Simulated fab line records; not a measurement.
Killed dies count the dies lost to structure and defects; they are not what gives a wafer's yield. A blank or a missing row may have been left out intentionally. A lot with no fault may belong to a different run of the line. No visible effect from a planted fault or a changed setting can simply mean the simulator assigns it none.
The tool behind it: which one?	flow nand_harc	42 wafers sampled from 14 lots at 1 step of a route of 1159

== WHAT THE GAUGES READ, wafer by wafer ==
NHARC_A_SGD_CUT_INSPECT_25.
lot	measured	on	raw_defect_count
L719	day 14 00:00	defect_inspect-01	276 310 316
L717	day 14 00:01	defect_inspect-01	588 283 420
L718	day 14 13:16	defect_inspect-01	250 268 233
L723	day 15 05:44	defect_inspect-02	278 334 363
L726	day 16 13:47	defect_inspect-02	293 286 253
L729	day 16 22:34	defect_inspect-01	437 275 476
L728	day 16 22:41	defect_inspect-01	399 374 322
L733	day 17 18:52	defect_inspect-01	265 334 267
L735	day 18 11:06	defect_inspect-02	303 256 227
L737	day 18 22:23	defect_inspect-02	369 274 310
L736	day 18 22:25	defect_inspect-02	295 256 273
L739	day 19 11:08	defect_inspect-02	372 411 361
L738	day 19 11:08	defect_inspect-01	328 253 292
L740	day 19 11:13	defect_inspect-02	288 322 441

== WHICH TOOL RAN EACH LOT (tool, then ch and the chambers of the sampled wafers, then the start) ==
The record shows no process step preceding these readings.

== AS READ BY THE TOOLS THEMSELVES (means over the sampled wafers that have a number; for cases with no such wafer, the mark the record gives instead) ==
The record holds no such reading with a usual standard deviation.

== THE ANSWER, worked out from the rows above alone ==
Rule: what is usual is taken from the lots themselves. Put in order of their means at a reading, lots are off if they are a third of the lots or fewer, leave a main group of 4 or more, and stand apart from it by a gap of 3 or more times the standard deviation of the main group's means; of several such gaps the widest counts. A main group is skipped when, at the precision printed for the reading in the tables above, its means are all equal. A lot without any number at a reading at which 4 lots or more have one is off too. Any other lot the step has rows for is counted as sound. Order of review: gauges by route order, followed by the tools' own readings, for which a lot's mean as printed above is used. The first step at which some lot is off is used, and at that step the reading that is off furthest; a lot without a number counts as furthest.
Nothing can be told from this: no lot is off at any reading shown.

== WHAT WAS PUT IN BY THE SIMULATOR ==
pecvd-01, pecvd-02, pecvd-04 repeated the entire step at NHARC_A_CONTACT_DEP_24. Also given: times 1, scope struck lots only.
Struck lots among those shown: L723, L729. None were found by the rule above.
